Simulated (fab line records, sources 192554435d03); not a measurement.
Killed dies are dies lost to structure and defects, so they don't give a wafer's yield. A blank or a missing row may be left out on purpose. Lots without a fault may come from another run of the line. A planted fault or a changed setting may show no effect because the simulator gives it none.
Split-lot experiment | flow n5_finfet | 7 lots, 21 wafers read, on a route of 1938 steps

THE SPLIT
At N5_BEOL_M11_ETCH_41 (etches SiCN in CH3F/O2, target depth 42.6 nm, time 86 s), the setting time_s was moved away from the recipe's 86 s on 4 of the 21 wafers read, by -20.5% to +15.0%. The other wafers ran this setting at the recipe's value.

The reading is taken at the split's own step.

THE READING
etch.depth_nm (the simulator's own value, which no gauge read), in nm, at N5_BEOL_M11_ETCH_41 (etches SiCN in CH3F/O2, target depth 42.6 nm, time 86 s). The file gives no usual value for it. The 17 wafers here that ran the recipe average 32.30 nm, standard deviation 0.85 nm.

wafer  | tool, chamber at the split | time_s as run, s | against the recipe | etch.depth_nm, nm | against lot-mates on the recipe
L074.2 | rie_diel-05, 1             | 86               | recipe             | 31.13             | -
L074.4 | rie_diel-05, 3             | 86               | recipe             | 32.49             | -
L074.6 | rie_diel-05, 2             | 86               | recipe             | 32.24             | -
L075.2 | rie_diel-04, 2             | 68.33            | -20.5%             | 26.28             | -6.85
L075.4 | rie_diel-04, 0             | 86               | recipe             | 33.24             | -
L075.6 | rie_diel-04, 2             | 86               | recipe             | 33.02             | -
L082.3 | rie_diel-05, 1             | 86               | recipe             | 30.98             | -
L082.4 | rie_diel-05, 0             | 86               | recipe             | 32.15             | -
L082.6 | rie_diel-05, 1             | 86               | recipe             | 30.57             | -
L084.3 | rie_diel-04, 0             | 86               | recipe             | 33                | -
L084.4 | rie_diel-04, 2             | 86               | recipe             | 33.05             | -
L084.6 | rie_diel-04, 0             | 86               | recipe             | 33.06             | -
L086.1 | rie_diel-04, 1             | 86               | recipe             | 31.49             | -
L086.2 | rie_diel-04, 0             | 86               | recipe             | 33.05             | -
L086.6 | rie_diel-04, 1             | 86               | recipe             | 31.56             | -
L095.1 | rie_diel-03, 1             | 86               | recipe             | 32.24             | -
L095.4 | rie_diel-03, 2             | 98.88            | +15.0%             | 38.28             | +6.04
L095.6 | rie_diel-03, 1             | 98.88            | +15.0%             | 37.27             | +5.03
L093.1 | rie_diel-03, 0             | 86               | recipe             | 32.41             | -
L093.2 | rie_diel-03, 3             | 86               | recipe             | 33.5              | -
L093.4 | rie_diel-03, 2             | 97.91            | +13.8%             | 37.53             | +4.58

THE FIT
A straight line over all 21 wafers: etch.depth_nm changes by +0.336 nm for each +1% of time_s; r = +0.94; the points scatter about the line by 0.86 nm.
The same after taking each lot's own level away (the mean of its wafers on the recipe; 21 wafers): +0.347 nm for each +1%; r = +0.98; scatter 0.53 nm.
On that fit, the largest move of time_s shifts the reading by 7.1 nm.
The lots' own levels span 31.233 to 33.130 nm, that is 2.2 times the standard deviation above.
So the lot-to-lot level changes the slope little: the two slopes agree.
Check: with one of the wafers moved furthest among these (-20.5%) left out of the fit, the line predicts -7.36 nm for it against its lot-mates. It came out at -6.85 nm against them.

OTHER SPLITS ON THESE WAFERS
These wafers also went through other splits before the reading. Each is held against what the fit with the lots' levels taken away leaves over:
other split on the same wafers    | wafers away from the commonest value | r with etch.depth_nm (lot level and that fit taken away)
N5_BEOL_M9_COAT_05 spin_rpm       | 9                                    | -0.12
N5_BEOL_M9_ETCH_61 source_w       | 9                                    | +0.10
N5_BEOL_M10_TRENCH_ETCH_37 time_s | 6                                    | -0.25
N5_BEOL_M10_SPUTTER_48 power_w    | 8                                    | +0.05

THE FILE'S OWN FIT
etch.depth_nm changes by +0.342 nm for each +1% of time_s, r = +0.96.
